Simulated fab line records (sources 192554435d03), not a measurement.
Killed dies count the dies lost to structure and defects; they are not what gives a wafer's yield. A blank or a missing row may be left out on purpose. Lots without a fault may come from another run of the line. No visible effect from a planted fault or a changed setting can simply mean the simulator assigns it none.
Chamber matching :: flow n5Finfet :: pecvd-02 running N5_BEOL_M7_ILD_DEP_00: 3 sister chambers
The step deposits SiCOH lowk from DEMS/porogen, target thk 179.75 nm, time 33.4 s. 3 wafers are shown with their chamber, then 8 later ones without.

## WAFERS WITH THEIR CHAMBER
wafer: L087.3
chamber: 0
throttleValvePct (%): 15.4

wafer: L089.4
chamber: 1
throttleValvePct (%): 14.9

wafer: L092.2
chamber: 2
throttleValvePct (%): 12.8

## WAFERS WITH NO CHAMBER GIVEN
wafer: L092.4
throttleValvePct (%): 14.8

wafer: L092.5
throttleValvePct (%): 15.2

wafer: L094.1
throttleValvePct (%): 12.9

wafer: L094.3
throttleValvePct (%): 15.4

wafer: L094.4
throttleValvePct (%): 15.6

wafer: L095.2
throttleValvePct (%): 12.8

wafer: L095.4
throttleValvePct (%): 14.7

wafer: L095.5
throttleValvePct (%): 13.2

## WHICH CHAMBER EACH ONE RAN IN
wafer: L092.4
from the rows above: 1
in truth: 1

wafer: L092.5
from the rows above: can't be placed: 0 or 1
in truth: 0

wafer: L094.1
from the rows above: 2
in truth: 2

wafer: L094.3
from the rows above: 0
in truth: 0

wafer: L094.4
from the rows above: 0
in truth: 0

wafer: L095.2
from the rows above: 2
in truth: 2

wafer: L095.4
from the rows above: 1
in truth: 1

wafer: L095.5
from the rows above: 2
in truth: 2
Correctly placed: 7 of 8. Not placeable from these rows: 1 (in 1, the candidates include the true chamber). Placed wrongly: 0.
How it was worked out, from the rows above alone: a wafer's distance from a chamber is the root of the sum, over the readings, of the square of ((its reading less the chamber's mean) divided by the reading's scatter). The wafer belongs to the nearest chamber; if the next one is less than 2 further off, it can't be placed. The mean given for a chamber averages the wafers shown for that chamber. The scatter: with one shown wafer a chamber, the root of the mean of the squares of how far each hidden wafer lies from its nearest shown one.
